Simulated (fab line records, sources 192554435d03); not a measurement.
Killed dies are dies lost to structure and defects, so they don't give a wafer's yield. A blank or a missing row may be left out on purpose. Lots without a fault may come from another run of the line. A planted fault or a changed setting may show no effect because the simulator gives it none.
One fault seen from 2 desks | flow n5_finfet | each desk has only its own numbers; what lay behind them comes last

THE METROLOGY DESK
What the gauges read, lot by lot, whatever tool the lot ran on: means of the sampled wafers that have a number. A lot is out of limits, marked OUT, if its mean lies more than 4 standard deviations from the usual mean; the brackets give that distance. Of its 10 readings 7 are shown: those that lie furthest out on some lot.
Columns: A = DIBL_N at N5_BEOL_M4_RC_MEAS_101, usual 36.1 mV/V; B = IOFF_N at N5_BEOL_M4_RC_MEAS_101, usual 0.15 nA/um; C = IOFF_P at N5_BEOL_M4_RC_MEAS_101, usual 0.21 nA/um; D = ION_N at N5_BEOL_M4_RC_MEAS_101, usual 672 uA/um; E = ION_P at N5_BEOL_M4_RC_MEAS_101, usual 463 uA/um; F = VT_N at N5_BEOL_M4_RC_MEAS_101, usual 251 mV; G = VT_P at N5_BEOL_M4_RC_MEAS_101, usual -250 mV
lot  | first seen here | A    | B    | C    | D   | E   | F   | G
L198 | day 9 00:01     | 33.1 | 0.09 | 0.13 | 648 | 442 | 258 | -261
L200 | day 9 03:31     | 35.8 | 0.16 | 0.23 | 686 | 475 | 250 | -247
L199 | day 9 04:03     | 35.7 | 0.15 | 0.22 | 665 | 461 | 250 | -251
L202 | day 9 22:40     | 34.5 | 0.15 | 0.20 | 674 | 459 | 248 | -248
L209 | day 11 12:26    | 35.7 | 0.15 | 0.21 | 679 | 468 | 251 | -251
L215 | day 12 23:37    | 34.8 | 0.14 | 0.20 | 667 | 464 | 251 | -252
L216 | day 13 18:46    | 34.6 | 0.14 | 0.20 | 663 | 458 | 253 | -251
L218 | day 13 18:54    | 37.0 | 0.16 | 0.23 | 678 | 470 | 249 | -246
L217 | day 13 23:06    | 37.3 | 0.15 | 0.22 | 661 | 458 | 252 | -249
This desk's finding: nothing out of limits on any of the 9 lots.

THE TOOL OWNER'S DESK: rie_diel-01
The tool's own readings at N5_FIN_SAQP_ETCH_51 (etches SiARC in CF4, target depth 45.5 nm, time 75.8 s): means of the sampled wafers that have a number, for each lot that ran on this tool. A lot is out of limits, marked OUT, if its mean lies more than 4 standard deviations from the usual mean; the brackets give that distance.
Columns: A = cf4_flow_sccm at N5_FIN_SAQP_ETCH_51, usual 100.1 sccm; B = drypump_motor_current_A at N5_FIN_SAQP_ETCH_51, usual 5.5 A; C = etch_rf_on_time_s at N5_FIN_SAQP_ETCH_51, usual 76.7 s; D = oes_product_au at N5_FIN_SAQP_ETCH_51, usual 0.66 a.u.; E = rf_vpp_V at N5_FIN_SAQP_ETCH_51, usual 184.2 V; F = showerhead_plenum_p_Torr at N5_FIN_SAQP_ETCH_51, usual 2.15 Torr; G = throttle_valve_pct at N5_FIN_SAQP_ETCH_51, usual 15.60 %
lot  | first seen here | A     | B   | C               | D    | E     | F    | G
L198 | day 2 15:50     | 100.1 | 5.5 | 75.7            | 0.69 | 184.6 | 2.15 | 15.58
L199 | day 2 22:47     | 100.1 | 5.7 | 78.2            | 0.63 | 184.3 | 2.16 | 15.67
L200 | day 3 05:38     | 100.0 | 5.3 | 93.6 (+6.5) OUT | 0.68 | 183.9 | 2.15 | 15.50
L202 | day 3 15:57     | 100.2 | 5.7 | 125.5 (+19) OUT | 0.60 | 185.1 | 2.20 | 15.49
L215 | day 6 22:31     | 99.9  | 5.6 | 75.6            | 0.70 | 184.8 | 2.18 | 15.51
L216 | day 7 04:28     | 100.2 | 5.5 | 76.2            | 0.73 | 183.9 | 2.14 | 15.47
L217 | day 7 09:59     | 100.1 | 5.3 | 74.9            | 0.71 | 184.9 | 2.16 | 15.50
L218 | day 7 16:10     | 100.0 | 5.7 | 77.8            | 0.67 | 185.2 | 2.15 | 15.58
This desk's finding: out of limits on L200, L202; first on L200, day 3 05:38 (etch_rf_on_time_s at N5_FIN_SAQP_ETCH_51). In limits: L198, L199, L215, L216, L217, L218.

PUT TOGETHER
The tool owner's desk could have raised an alarm at day 3 05:38, on L200, L202.
The metrology desk saw nothing out of limits.
The metrology desk has L200, L202 on record, within its limits.
Of the lots named, all ran N5_FIN_SAQP_ETCH_51 on rie_diel-01.

WHAT THE SIMULATOR HAD PUT IN
Process parameter drift: rie_diel-01, from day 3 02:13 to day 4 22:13, at N5_FIN_SAQP_ETCH_51. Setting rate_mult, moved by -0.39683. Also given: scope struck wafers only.
Lots struck among those shown: L200, L202.
Hours from the fault's start to each desk's first reading out of limits: the tool owner's desk, 3.
